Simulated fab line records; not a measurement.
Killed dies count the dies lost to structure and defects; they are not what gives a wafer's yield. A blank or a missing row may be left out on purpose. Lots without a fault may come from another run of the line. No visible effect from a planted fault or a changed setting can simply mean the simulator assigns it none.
fab line records	flow n5-finfet
record: lots: 9	wafers: 27	last-day: 18
route steps=1938 shown BEOL_M8@1392 BEOL_M9@1404 PASSIVATION@1936
lots that met no fault: from a run of the same line without faults
start-h: the number of hours between the record's first day and the start of the first shown wafer of the lot	wait-h: hours from the lot's prior step to this one	" the same as in the row above	L1.1+2: a single row standing in for several wafers	- value missing, or start not given	* or withheld: withheld	< > ~ a bound
route shown NAME@n: a module of which the file shows steps, and the number in the route of the first	usual: average and standard deviation across the fault-free wafers	same: alike in all rows	chamber/n: place in a boat	sites: readings site by site	_std_site: how widely they spread, as a standard deviation	_edge_site: inner sites' mean taken away from outer sites' mean	radius-mm: for every site, how far away it sits from the centre of the wafer	mask NAME#n: copy n	behind: the most recent tool/chamber to have shaped the wafer	hold: cause of the lot's hold/its duration in hours/its outcome	device: the transistor (n, p or np) that didn't switch	end of line: tests run on the same wafers once the route is complete	a step given without rows: its recipe and nothing more	killed: not the wafer's yield, but the dies lost to structure and defects at the first sort	map: a wafer's dies, x killed, . not, _ none there
set.NAME: setting as actually run; set.NAME@STEP: the setting as run at that earlier step	model.NAME: the simulator's own value behind a step, which no gauge read
a sample of lots followed through the steps of the route, with each step as a table and each wafer as a row
services: the hour from which a tool's chamber was out of use, counted from the record's first day as start-h (under 0 if before that day), plus the number of hours and why
== steps ==
step: N5_BEOL_M8_SPUTTER_48
recipe: material: Cu	target-thk-a: 100	temp-c: -20	bias-v: 60	power-w: 26000	chamber-pressure-pa: 0.13	time-s: 1.667
usual: susceptor-temp-C: -20.00/0.11	throttle-valve-pct: 29.9/1.4
lot.wafer	tool	chamber	start-h	wait-h	susceptor-temp-C	throttle-valve-pct
L109.1	pvd-sputter-03	-	201.50	0.2	-19.99	31.6
L109.3	"	-	"	"	-19.90	31.0
L109.6	"	-	"	"	-19.96	30.9
L111.2	pvd-sputter-02	-	225.77	0.1	-19.99	31.0
L111.3	"	-	"	"	-20.09	32.6
L111.6	"	-	"	"	-20.28	32.6
L115.2	pvd-sputter-01	-	238.12	0.3	-20.04	29.7
L115.3	"	-	"	"	-19.80	30.2
L115.4	"	-	"	"	-19.81	29.9
L120.2	pvd-sputter-03	-	268.83	0.1	-20.08	31.7
L120.5	"	-	"	"	-20.12	27.9
L120.6	"	-	"	"	-20.07	28.5
L121.1	pvd-sputter-03	-	284.77	0.1	-20.18	28.5
L121.2	"	-	"	"	-19.90	31.5
L121.5	"	-	"	"	-20.13	28.3
L124.2	pvd-sputter-01	-	292.26	0.1	-19.97	28.9
L124.4	"	-	"	"	-20.10	30.0
L124.6	"	-	"	"	-20.08	30.7
L126.4	pvd-sputter-01	-	296.90	1.2	-20.05	30.5
L126.5	"	-	"	"	-19.91	29.7
L126.6	"	-	"	"	-20.10	30.3
L131.1	pvd-sputter-02	-	355.34	0.1	-19.82	32.7
L131.4	"	-	"	"	-19.81	30.9
L131.5	"	-	"	"	-19.97	28.3
L132.1	pvd-sputter-02	-	356.90	0.1	-19.89	29.2
L132.4	"	-	"	"	-19.93	28.6
L132.6	"	-	"	"	-20.10	29.2
step: N5_BEOL_M9_PECVD_70
recipe: material: SiO2	target-thk-a: 200	temp-c: 400	precursor: TEOS/O2	pressure-torr: 5.5	rf-w: 450	teos-flow-sccm: 53.8	gas: O2	flow-sccm: 3000	time-s: 22.7
usual: chamber-pressure-Torr: 5.498/0.013	heater-power-w: 801/110	showerhead-plenum-p-Torr: 8.76/0.064	susceptor-temp-C: 400.01/0.23	throttle-valve-pct: 22.5/0.85
lot.wafer	tool	chamber	start-h	wait-h	chamber-pressure-Torr	heater-power-w	showerhead-plenum-p-Torr	susceptor-temp-C	throttle-valve-pct
L109.1	pecvd-03	0	204.22	0.0	5.509	543	8.73	399.85	23.5
L109.3	"	2	"	"	5.489	919	8.86	400.48	20.6
L109.6	"	2	"	"	5.501	891	8.87	399.94	20.8
L111.2	pecvd-04	2	228.35	0.0	5.507	766	8.68	400.01	23.1
L111.3	"	1	"	"	5.483	661	8.72	400.13	21.8
L111.6	"	2	"	"	5.485	727	8.68	400.11	23.2
L115.2	pecvd-04	2	239.79	0.0	5.514	884	8.64	399.89	23.2
L115.3	"	0	"	"	5.512	964	8.76	400.08	22.8
L115.4	"	0	"	"	5.475	938	8.76	400.26	22.9
L120.2	pecvd-04	0	270.51	0.0	5.486	825	8.78	399.88	22.9
L120.5	"	0	"	"	5.504	833	8.76	399.52	22.7
L120.6	"	2	"	"	5.488	869	8.66	400.11	23.2
L121.1	pecvd-04	2	286.77	0.0	5.506	906	8.64	399.98	23.0
L121.2	"	0	"	"	5.493	805	8.76	400.19	23.1
L121.5	"	0	"	"	5.494	785	8.77	399.89	23.2
L124.2	pecvd-03	0	293.89	0.0	5.519	575	8.71	400.09	23.9
L124.4	"	0	"	"	5.483	581	8.77	400.11	23.9
L124.6	"	2	"	"	5.491	846	8.86	399.89	20.8
L126.4	pecvd-02	2	298.56	0.1	5.511	871	8.77	400.05	21.5
L126.5	"	1	"	"	5.520	831	8.87	400.28	22.7
L126.6	"	0	"	"	5.497	745	8.83	399.83	22.5
L131.1	pecvd-02	1	357.08	0.0	5.494	934	8.84	399.87	22.9
L131.4	"	0	"	"	5.490	677	8.83	400.13	22.8
L131.5	"	1	"	"	5.486	926	8.85	400.01	22.8
L132.1	pecvd-04	2	358.55	0.0	5.514	845	8.64	399.88	23.6
L132.4	"	2	"	"	5.509	863	8.67	399.91	23.5
L132.6	"	1	"	"	5.512	720	8.73	400.00	22.0
step: N5_BEOL_M9_INSPECT_13
recipe: mode: adi	inspect-instrument: brightfield
usual: raw-defect-count: 394/94
lot.wafer	tool	chamber	start-h	wait-h	raw-defect-count
L109.1	defect-inspect-01	-	205.70	0.0	331
L109.3	"	-	"	"	255
L109.6	"	-	"	"	436
L111.2	defect-inspect-02	-	229.29	0.0	305
L111.3	"	-	"	"	233
L111.6	"	-	"	"	403
L115.2	defect-inspect-02	-	241.25	0.0	387
L115.3	"	-	"	"	396
L115.4	"	-	"	"	404
L120.2	defect-inspect-02	-	271.69	0.0	556
L120.5	"	-	"	"	506
L120.6	"	-	"	"	1773
L121.1	defect-inspect-02	-	288.38	0.0	1501
L121.2	"	-	"	"	476
L121.5	"	-	"	"	415
L124.2	defect-inspect-02	-	294.72	0.0	506
L124.4	"	-	"	"	387
L124.6	"	-	"	"	393
L126.4	defect-inspect-02	-	299.76	0.0	427
L126.5	"	-	"	"	294
L126.6	"	-	"	"	390
L131.1	defect-inspect-01	-	357.68	0.0	350
L131.4	"	-	"	"	390
L131.5	"	-	"	"	323
L132.1	defect-inspect-02	-	360.09	0.0	485
L132.4	"	-	"	"	559
L132.6	"	-	"	"	534
step: N5_BEOL_M9_ETCH_61
recipe: chemistry: CF4	target: SiARC	target-depth-a: 390	mask-material: CAR-ArF	time-s: 65	ion-energy-ev: 80	pressure-mtorr: 40	source-w: 545	bias-w: 36	Ar_flow_sccm: 100	cf4-flow-sccm: 100	ends: cleared
usual: drypump-motor-current-A: 5.8/0.49	etch-rf-on-time-s: 65.4/1.6	oes-product-au: 0.66/0.073	rf-vpp-V: 184.4/1.1	showerhead-plenum-p-Torr: 2.17/0.062	throttle-valve-pct: 15.6/0.33
lot.wafer	tool	chamber	start-h	wait-h	drypump-motor-current-A	etch-rf-on-time-s	oes-product-au	rf-hours-counter-h	rf-vpp-V	showerhead-plenum-p-Torr	throttle-valve-pct
L109.1	rie-diel-02	3	205.77	0.0	6.6	64.4	0.77	37	185.0	2.26	15.4
L109.3	"	1	"	"	5.4	63.5	0.73	71	182.8	2.16	15.2
L109.6	"	3	"	"	6.6	64.3	0.77	-	186.2	2.26	15.4
L111.2	rie-diel-02	1	229.36	0.0	5.4	63.0	0.71	79	184.5	2.16	15.3
L111.3	"	0	"	"	5.1	64.9	0.59	216	182.8	2.11	15.9
L111.6	"	3	"	"	6.6	63.5	0.76	-	185.9	2.26	15.5
L115.2	rie-diel-04	1	241.32	0.0	6.3	65.8	0.61	208	185.1	2.21	15.4
L115.3	"	3	"	"	5.8	61.4	0.84	12	185.0	2.18	15.0
L115.4	"	2	"	"	5.7	65.5	0.61	171	185.4	2.22	16.0
L120.2	rie-diel-03	2	271.76	0.0	5.0	66.7	0.66	129	184.9	2.15	15.8
L120.5	"	3	"	"	5.6	63.8	0.73	-	185.1	2.26	15.3
L120.6	"	0	"	"	6.0	66.3	0.63	-	183.2	2.13	15.7
L121.1	rie-diel-03	1	288.45	0.0	6.0	66.6	0.61	202	182.2	2.04	15.8
L121.2	"	3	"	"	5.6	65.3	0.72	66	185.9	2.26	15.4
L121.5	"	1	"	"	6.0	66.3	0.62	-	181.9	2.04	15.8
L124.2	rie-diel-04	0	294.80	0.0	5.6	66.5	0.59	218	183.1	2.12	16.0
L124.4	"	1	"	"	6.3	67.0	0.60	225	184.3	2.20	15.5
L124.6	"	0	"	"	5.6	66.9	0.59	-	186.2	2.12	16.0
L126.4	rie-diel-03	1	299.83	0.0	6.0	66.0	0.61	206	182.5	2.04	15.8
L126.5	"	2	"	"	5.0	66.7	0.65	-	183.3	2.14	15.8
L126.6	"	1	"	"	6.0	66.3	0.61	-	183.1	2.04	15.9
L131.1	rie-diel-04	1	357.75	0.0	6.3	65.6	0.61	232	185.4	2.20	15.5
L131.4	"	3	"	"	5.8	61.3	0.80	39	184.6	2.17	15.1
L131.5	"	0	"	"	5.6	66.5	0.58	-	183.6	2.11	16.0
L132.1	rie-diel-02	2	360.51	0.0	6.6	65.9	0.68	83	184.3	2.17	15.2
L132.4	"	0	"	"	5.1	66.2	0.82	4	182.4	2.10	15.5
L132.6	"	3	"	"	6.6	65.7	0.70	-	185.5	2.24	15.5
step: N5_BEOL_M9_STRIP_67
recipe: chemistry: CF4	resist: SiARC	power-w: 300	bias-power-w: 75	pressure-mtorr: 50	cf4-flow-sccm: 150	rf-frequency-hz: 6e+07
usual: drypump-motor-current-A: 5.8/0.49	oes-product-au: 0.78/0.076	rf-vpp-V: 271.5/1.4	showerhead-plenum-p-Torr: 1.81/0.051	throttle-valve-pct: 13.6/0.31
lot.wafer	tool	chamber	start-h	wait-h	drypump-motor-current-A	oes-product-au	rf-hours-counter-h	rf-vpp-V	showerhead-plenum-p-Torr	throttle-valve-pct
L109.1	rie-diel-02	3	205.96	0.0	6.6	0.90	37	271.9	1.89	13.4
L109.3	"	1	"	"	5.4	0.83	71	271.1	1.81	13.2
L109.6	"	3	"	"	6.6	0.89	-	274.3	1.88	13.4
L111.2	rie-diel-02	1	229.56	0.0	5.4	0.82	79	271.3	1.81	13.2
L111.3	"	0	"	"	5.1	0.69	216	269.4	1.76	13.9
L111.6	"	3	"	"	6.6	0.89	-	274.2	1.88	13.4
L115.2	rie-diel-04	1	241.51	0.0	6.3	0.73	208	271.6	1.85	13.5
L115.3	"	3	"	"	5.7	0.96	12	273.1	1.84	13.0
L115.4	"	2	"	"	5.7	0.72	171	274.0	1.86	14.0
L120.2	rie-diel-03	2	271.96	0.0	5.0	0.78	129	271.9	1.80	13.7
L120.5	"	3	"	"	5.6	0.85	-	271.9	1.89	13.3
L120.6	"	0	"	"	5.9	0.75	-	271.4	1.78	13.7
L121.1	rie-diel-03	1	288.65	0.0	6.0	0.73	202	269.9	1.71	13.8
L121.2	"	3	"	"	5.6	0.84	66	272.7	1.89	13.3
L121.5	"	1	"	"	6.0	0.73	-	269.8	1.71	13.8
L124.2	rie-diel-04	0	294.99	0.0	5.6	0.70	218	271.1	1.77	14.0
L124.4	"	1	"	"	6.3	0.71	225	271.8	1.85	13.5
L124.6	"	0	"	"	5.6	0.70	-	270.5	1.76	14.0
L126.4	rie-diel-03	1	300.02	0.0	6.0	0.73	206	269.2	1.71	13.8
L126.5	"	2	"	"	5.0	0.78	-	270.5	1.80	13.8
L126.6	"	1	"	"	6.0	0.72	-	268.9	1.71	13.8
L131.1	rie-diel-04	1	357.95	0.0	6.3	0.71	232	271.7	1.84	13.5
L131.4	"	3	"	"	5.7	0.90	39	272.8	1.83	13.1
L131.5	"	0	"	"	5.6	0.70	-	269.6	1.76	14.0
L132.1	rie-diel-02	2	360.71	0.0	6.6	0.82	83	272.7	1.82	13.2
L132.4	"	0	"	"	5.1	0.96	4	270.8	1.75	13.4
L132.6	"	3	"	"	6.6	0.83	-	272.3	1.87	13.5
step: N5_PASSIVATION_PROBE_49
usual: defect-limited-yield: 90.9/1.5	killed_at_M0_to_M3: 35/10	killed_at_M4_up: 14/5.2	killed-at-contacts: 13/7.3	killed-at-front-end: 42/12	killed-at-other: 3.4/2.5	killed-dies: 108/18	killed-open: 70/13	killed-short: 35/8	sort_bin_5_function: 5.4/1	sort_bin_6_memory: 3.4/0.71	sort_bin_8_speed: 0.00/0.0099	sort-n-pass: 1072/18	sort-yield-pct: 90.9/1.5
same: gross-dies: 1180	killed-at-back-side: 0	sort_bin_4_leakage[%]: 0
lot.wafer	tool	chamber	start-h	wait-h	defect-limited-yield[%]	killed_at_M0_to_M3	killed_at_M4_up	killed-at-contacts	killed-at-front-end	killed-at-other	killed-dies	killed-open	killed-short	sort_bin_5_function[%]	sort_bin_6_memory[%]	sort_bin_8_speed[%]	sort-n-pass	sort-yield-pct[%]
L120.2	prober-02	-	341.37	0.1	90.0	38	20	12	43	5	118	80	37	5.6	4.0	0	1062	90.0
L120.5	prober-02	-	341.52	0.2	91.3	24	12	5	60	2	103	74	27	4.5	3.7	0	1077	91.3
L120.6	prober-02	-	341.57	0.3	79.7	28	176	4	31	1	240	57	24	12.5	4.1	0	940	79.7
L121.1	prober-01	-	346.29	0.0	79.1	31	181	5	27	3	247	67	18	12.1	4.5	0	933	79.1
L121.2	prober-01	-	346.34	0.1	89.7	48	23	12	34	4	121	67	52	5.8	4.0	0	1059	89.7
L121.5	prober-01	-	346.49	0.2	88.6	36	35	11	42	10	134	85	46	7.6	3.2	0	1046	88.6
L124.2	prober-02	-	361.47	0.1	93.1	31	10	8	31	1	81	61	20	3.5	3.2	0	1099	93.1
L124.4	prober-02	-	361.57	0.2	88.2	41	14	10	68	6	139	98	40	7.0	4.4	0	1041	88.2
L124.6	prober-02	-	361.67	0.3	90.7	30	16	18	43	3	110	77	32	4.9	3.7	0	1070	90.7
killed by level:class
L120.2 BEOL_M4:geometric-particle:open=13 STI_FIN_REVEAL:geometric-particle:open=12 BEOL_M2:geometric-particle:open=10 BEOL_M3:geometric-particle:open=10 FIN_SAQP:geometric-particle:open=9 MOL_CONTACT_COAG:geometric-particle:open=7 BEOL_M0_SAQP:geometric-particle:short=7 MOL_CONTACT_COAG:geometric-particle:short=5
L120.5 FIN_SAQP:geometric-particle:open=14 DUMMY_GATE:geometric-particle:open=10 STI_FIN_REVEAL:geometric-particle:open=7 BEOL_M3:geometric-particle:open=7 BEOL_M4:geometric-particle:open=5 FIN_SAQP:geometric-particle:short=4 ILD0:geometric-particle:open=4 MOL_CONTACT_COAG:geometric-particle:open=4
L120.6 BEOL_M9:unspecified=154 BEOL_M1:geometric-particle:open=8 BEOL_M4:geometric-particle:open=6 BEOL_M3:geometric-particle:open=5 FIN_SAQP:geometric-particle:open=4 MOL_CONTACT_COAG:geometric-particle:open=4 BEOL_M0:geometric-particle:open=4 BEOL_M2:geometric-particle:open=4
L121.1 BEOL_M9:unspecified=154 BEOL_M4:geometric-particle:open=13 BEOL_M1:geometric-particle:open=6 STI_FIN_REVEAL:geometric-particle:open=6 BEOL_M3:geometric-particle:open=6 BEOL_M2:geometric-particle:open=5 BEOL_M8:geometric-particle:open=5 HKMG_FIN:area-etch=5
L121.2 BEOL_M3:geometric-particle:open=13 BEOL_M4:geometric-particle:open=12 FIN_SAQP:geometric-particle:short=11 MOL_CONTACT_COAG:geometric-particle:open=8 BEOL_M0_SAQP:geometric-particle:short=7 BEOL_M4:geometric-particle:short=6 BEOL_M0:geometric-particle:short=6 BEOL_M1:geometric-particle:open=6
L121.5 BEOL_M4:geometric-particle:open=24 BEOL_M2:geometric-particle:open=10 PASS1_CAP:geometric-particle:short=8 FIN_SAQP:geometric-particle:short=7 MOL_CONTACT_COAG:geometric-particle:open=7 STI_FIN_REVEAL:geometric-particle:open=7 DUMMY_GATE:geometric-particle:open=7 BEOL_M3:geometric-particle:open=6
L124.2 BEOL_M2:geometric-particle:open=15 FIN_SAQP:geometric-particle:short=6 STI_FIN_REVEAL:geometric-particle:open=6 MOL_CONTACT_COAG:geometric-particle:open=6 FIN_SAQP:geometric-particle:open=5 BEOL_M3:geometric-particle:open=5 STARTING-WAFER:geometric-particle:open=4 BEOL_M4:geometric-particle:open=4
L124.4 FIN_SAQP:geometric-particle:open=15 BEOL_M0_SAQP:geometric-particle:open=13 BEOL_M0_SAQP:geometric-particle:short=13 STI_FIN_REVEAL:geometric-particle:open=11 FIN_SAQP:geometric-particle:short=10 DUMMY_GATE:geometric-particle:open=10 MOL_CONTACT_COAG:geometric-particle:open=9 GATE_CUT:geometric-particle:short=6
L124.6 STI_FIN_REVEAL:geometric-particle:open=13 MOL_CONTACT_COAG:geometric-particle:open=13 BEOL_M0_SAQP:geometric-particle:open=10 FIN_SAQP:geometric-particle:open=9 BEOL_M4:geometric-particle:open=8 FIN_SAQP:geometric-particle:short=6 BEOL_M0_SAQP:geometric-particle:short=6 MOL_CONTACT_COAG:geometric-particle:short=5
== services ==
tool	chamber	start-h	hours	kind
rie-diel-04	3	179.20	-	clean
rie-diel-04	3	179.20	-	consumable-replace:focus-ring
rie-diel-04	3	179.20	17.8	scheduled-down
rie-diel-04	3	179.20	17.8	vent-cycle
pecvd-02	-	185.19	4.3	pm
rie-diel-02	3	190.09	4.6	repair
pecvd-03	-	212.33	5.2	repair
pecvd-04	1	222.69	5.5	scheduled-down
pecvd-04	0	228.15	2.1	scheduled-down
pecvd-02	1	234.64	2.1	scheduled-down
rie-diel-03	0	236.50	2.5	repair
rie-diel-04	1	264.02	3.2	repair
rie-diel-02	1	266.25	1.6	repair
pecvd-03	-	266.75	2.8	pm
pvd-sputter-01	-	297.03	20.4	repair
rie-diel-04	-	301.12	28.1	pm
rie-diel-02	0	307.62	3.9	repair
rie-diel-02	0	333.52	-	clean
rie-diel-02	0	333.52	-	consumable-replace:focus-ring
rie-diel-02	0	333.52	15.5	scheduled-down
rie-diel-02	0	333.52	15.5	vent-cycle
pvd-sputter-02	-	335.00	4.1	repair
pecvd-03	-	338.04	0.8	repair
rie-diel-03	3	356.86	1.3	repair
== key ==
first-sign: step: N5_BEOL_M9_INSPECT_13	reading: raw-defect-count	direction: up	sigmas: 13	usual: 394	struck: 1637
effect: step: N5_PASSIVATION_PROBE_49	reading: killed_at_M4_up	direction: up	sigmas: 31	usual: 14	struck: 178
more-kills-born-at: N5_BEOL_M9_PECVD_70@pecvd-04: 308
met-at N5_BEOL_M9_PECVD_70
struck-lots L120,L121
struck-wafers L120.6,L121.1
not-acting-at N5_BEOL_M8_SPUTTER_48,N5_BEOL_M9_ETCH_61,N5_BEOL_M9_STRIP_67
onset-between 239.79 270.51
fault: kind: chamber-particle-source	tool: pecvd-04	chamber: 2	onset-h: 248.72	steps: N5_BEOL_M9_PECVD_70	rate-per-visit-cm2: 1.8805	end-h: 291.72
